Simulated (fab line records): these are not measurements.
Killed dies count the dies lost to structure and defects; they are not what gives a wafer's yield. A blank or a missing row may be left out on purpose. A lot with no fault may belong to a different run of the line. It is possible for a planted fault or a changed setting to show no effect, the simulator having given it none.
Lot-split experiment    flow n5-finfet    on a route of 1938 steps: 7 lots, 21 wafers read

== THE SPLIT ==
At N5_BEOL_M9_COAT_05 (resist thk 90 nm), the setting spin-rpm was moved away from the recipe's 1500 rpm on 4 of the 21 wafers read, by -9.5% to +8.6%. This setting was run at the recipe's value on the other wafers.

Between the split and the reading, the file records no step.

== THE READING ==
CAR-ArF_of_BEOL_M9_COAT_05.thk-nm (the simulator's own value, which no gauge read), in nm, at N5_BEOL_M9_DESCUM_16 (chemistry O2, time 7.9 s). The file gives no usual value for it. Average 83.3 nm, standard deviation 0.64 nm, over the 17 wafers here run with the recipe.

wafer   tool, chamber at the split  spin-rpm as run, rpm  against the recipe  CAR-ArF_of_BEOL_M9_COAT_05.thk-nm, nm  against lot-mates on the recipe
L074.1  litho-track-01, 0           1500                  recipe              84                                     -
L074.4  litho-track-01, 0           1500                  recipe              83.4                                   -
L074.5  litho-track-01, 0           1500                  recipe              83.4                                   -
L080.3  litho-track-04, 0           1500                  recipe              82.2                                   -
L080.5  litho-track-04, 0           1500                  recipe              83.2                                   -
L080.6  litho-track-04, 0           1439                  -4.1%               85                                     +2.3
L083.1  litho-track-04, 0           1500                  recipe              82.2                                   -
L083.2  litho-track-04, 0           1500                  recipe              82.2                                   -
L083.6  litho-track-04, 0           1500                  recipe              83                                     -
L081.1  litho-track-04, 0           1500                  recipe              83.4                                   -
L081.2  litho-track-04, 0           1629                  +8.6%               79                                     -4.4
L081.5  litho-track-04, 0           1629                  +8.6%               79.8                                   -3.6
L084.3  litho-track-03, 0           1500                  recipe              83                                     -
L084.4  litho-track-03, 0           1500                  recipe              83.6                                   -
L084.5  litho-track-03, 0           1357                  -9.5%               87.8                                   +4.5
L090.3  litho-track-04, 0           1500                  recipe              84.4                                   -
L090.4  litho-track-04, 0           1500                  recipe              84.4                                   -
L090.5  litho-track-04, 0           1500                  recipe              83.4                                   -
L097.1  litho-track-01, 0           1500                  recipe              83.4                                   -
L097.4  litho-track-01, 0           1500                  recipe              83.4                                   -
L097.6  litho-track-01, 0           1500                  recipe              83.4                                   -

THE FIT
A straight line over all 21 wafers: CAR-ArF_of_BEOL_M9_COAT_05.thk-nm changes by -0.458 nm for each +1% of spin-rpm; r = -0.94; the points scatter about the line by 0.62 nm.
The same after taking each lot's own level away (the mean of its wafers on the recipe; 21 wafers): -0.474 nm for each +1%; r = -0.98; scatter 0.36 nm.
On that fit, the largest move of spin-rpm shifts the reading by 4.5 nm.
The lots' own levels span 82.47 to 84.07 nm, that is 2.5 times the standard deviation above.
The two slopes agree, so the slope changes little with the lot-to-lot level.
Check: with one of the wafers moved furthest among these (-9.5%) left out of the fit, the line predicts +4.58 nm for it against its lot-mates. It came out at +4.5 nm against them.

== THE OTHER SPLITS THESE WAFERS WENT THROUGH ==
Note: prior to the reading, these wafers also went through further splits. Each is held against what the fit with the lots' levels taken away leaves over:
other split on the same wafers        wafers away from the commonest value  r with CAR-ArF_of_BEOL_M9_COAT_05.thk-nm (lot level and that fit taken away)
N5_BEOL_M7_ILD_DEP_00 time-s          10                                    +0.08
N5_BEOL_M8_HM_DEP_02 target-thk-a     8                                     -0.20
N5_BEOL_M8_DEVELOP_10 develop-time-s  5                                     -0.04

== THE WHOLE CHAIN: every reading that the file lists as answering this split, in the file's order ==
step                  what it does              reading                                                                             change (the file's fit)                r (the file's)
N5_BEOL_M9_COAT_05    resist thk 90 nm          CAR-ArF_of_BEOL_M9_COAT_05.thk-nm (the simulator's own value, which no gauge read)  -0.448 nm for each +1% of the setting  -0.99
N5_BEOL_M9_DESCUM_16  chemistry O2, time 7.9 s  CAR-ArF_of_BEOL_M9_COAT_05.thk-nm (the simulator's own value, which no gauge read)  -0.478 nm for each +1% of the setting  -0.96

== FILE'S OWN FIT ==
CAR-ArF_of_BEOL_M9_COAT_05.thk-nm changes by -0.478 nm for each +1% of spin-rpm, r = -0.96.
